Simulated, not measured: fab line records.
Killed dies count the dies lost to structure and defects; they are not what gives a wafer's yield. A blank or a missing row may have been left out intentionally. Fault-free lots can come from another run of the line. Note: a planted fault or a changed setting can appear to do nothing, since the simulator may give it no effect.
Struck lot and sound lot, side by side | flow n5 finfet | 19 steps out of a route of 1938
Sound: these wafers, L152.2, L152.3, L152.6. The struck wafers were L160.1, L160.3, L160.6. The cause comes at the end.
Order at every step that has rows: each side's tool, ch and its chambers, its first start. Under that, the readings that differ: sound wafers | struck wafers | difference of the means | sigmas: that difference in standard deviations of wafers without a fault.
alike: words and numbers the same on both sides, and readings whose means are apart by under 2 such deviations; not compared: readings that were withheld, readings missing a value for some wafer, numbers with overlapping values and no deviation given by the record, and bounds like >300 which may hide the same value.
The two part at a step that has a row with sigmas, a row that says differs or no value, or rows on one side only. Non-overlapping numbers with no deviation appear without sigmas and do not part them. A reading that every wafer of one side lacks parts them only if that side has two wafers or more.

first, 3 steps without rows for these wafers: N5_DUMMY_REMOVAL_PRECLEAN_04 (cleans in DHF, time 37 s); N5_DUMMY_REMOVAL_SRD_05 (time 30 s); N5_HKMG_FIN_IL_REGROW_00 (material SiO2, chemistry O3, target thk 0.75 nm, time 30 s).
N5_HKMG_FIN_HK_ALD_01: deposits HfO2, target thk 1.6 nm, pulse time 3 s, purge time 3 s.
  sound on ald hk-02 ch 2,3, day 6 17:43; struck on ald hk-03 ch 2,3, day 8 14:29
  alike: precursor pulse height rel
N5_HKMG_FIN_HK_ANNEAL_02: time 30 s.
  sound on rtp anneal-01 ch 0, day 6 18:10; struck on rtp anneal-01 ch 0, day 8 14:40
  alike: lamp power pct, lamp_zone_1_pct, lamp_zone_6_pct, wafer_temp_C_max
N5_HKMG_FIN_ALD_74: deposits La2O3, target thk 0.5 nm, pulse time 6 s, co reactant pulse time 1 s.
  sound on ald hk-01 ch 0,1,3, day 6 18:21; struck on ald hk-01 ch 0,2, day 8 14:53
  alike: heater power w, precursor pulse height rel
N5_HKMG_FIN_ALD_75: deposits Al2O3, target thk 1 nm, co reactant pulse time 1 s.
  sound on ald hk-01 ch 0,1,3, day 6 18:26; struck on ald hk-01 ch 0,2, day 8 14:58
  alike: heater power w, precursor pulse height rel
then, 5 steps without rows for these wafers: N5_HKMG_FIN_COAT_41 (time 60 s, resist thk 300 nm); N5_HKMG_FIN_COAT_42 (time 60 s, resist thk 35 nm); N5_HKMG_FIN_COAT_43 (resist thk 90 nm); N5_HKMG_FIN_EBR_45; N5_HKMG_FIN_SOFTBAKE_44 (time 60 s).
N5_HKMG_FIN_EXPOSE_46: exposes mask NDIPOLE.
  sound on arfi scanner-03 ch 0, day 6 18:46; struck on arfi scanner-01 ch 0, day 8 15:11
  reading              | sound             | struck            | difference | sigmas
  exposure dose mJ cm2 | 39.96 39.94 40.00 | 45.02 45.02 45.01 | +5.05      | +20
  alike: mask
then, 2 steps without rows for these wafers: N5_HKMG_FIN_PEB_47 (peb time 60 s); N5_HKMG_FIN_DEVELOP_48 (develop time 30 s).
N5_HKMG_FIN_CD_MEAS_49: the cd target is 202 nm.
  sound on cd sem-01 ch 0, day 6 18:53; struck on cd sem-02 ch 0, day 8 15:18
  reading    | sound             | struck            | difference | sigmas
  cd nm (nm) | 202.7 203.2 203.2 | 210.0 209.0 209.8 | +6.6       | +9
N5_HKMG_FIN_OVL_MEAS_50:
  sound on overlay-02 ch 0, day 6 18:55; struck on overlay-02 ch 0, day 8 15:20
  alike: NDIPOLE_OVL
-- a jump in the record: the struck wafers' starts before and after are 4 days apart (it breaks off in module HKMG_FIN and resumes in module BEOL_M4, where the first step shown is number 1111 of the route) --
N5_BEOL_M4_RC_MEAS_101:
  sound on prober-01 ch 0, day 10 14:39; struck on prober-02 ch 0, day 12 17:07
  alike: DIBL_N, DIBL_P, IOFF_N, IOFF_P, ION_N, ION_P, SS_N, SS_P, VT_N, VT_P
-- here the record skips 5 days between the struck wafers' starts before and after, leaving off in module BEOL_M4 and picking up in module PASSIVATION (first step shown: number 1936 of the route) --
N5_PASSIVATION_PROBE_49:
  sound on prober-01, day 15 01:25; struck on prober-02, day 17 07:03
  reading     | sound  | struck   | difference | sigmas
  killed open | 90 101 | 61 62 78 | -28        | -2
  alike: defect limited yield, killed_at_M0_to_M3, killed_at_M4_up, killed at contacts, killed at front end, killed at other, killed dies, killed short, sort_bin_5_function, sort_bin_6_memory, sort n pass, sort yield pct

== WHERE THEY PART ==
At N5_HKMG_FIN_EXPOSE_46 first; at N5_PASSIVATION_PROBE_49 last (within this record only).

WHY: what had been put in by the simulator
Process parameter drift: arfi scanner-01, from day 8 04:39 on, at N5_HKMG_FIN_EXPOSE_46. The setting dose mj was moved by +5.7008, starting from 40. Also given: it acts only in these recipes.
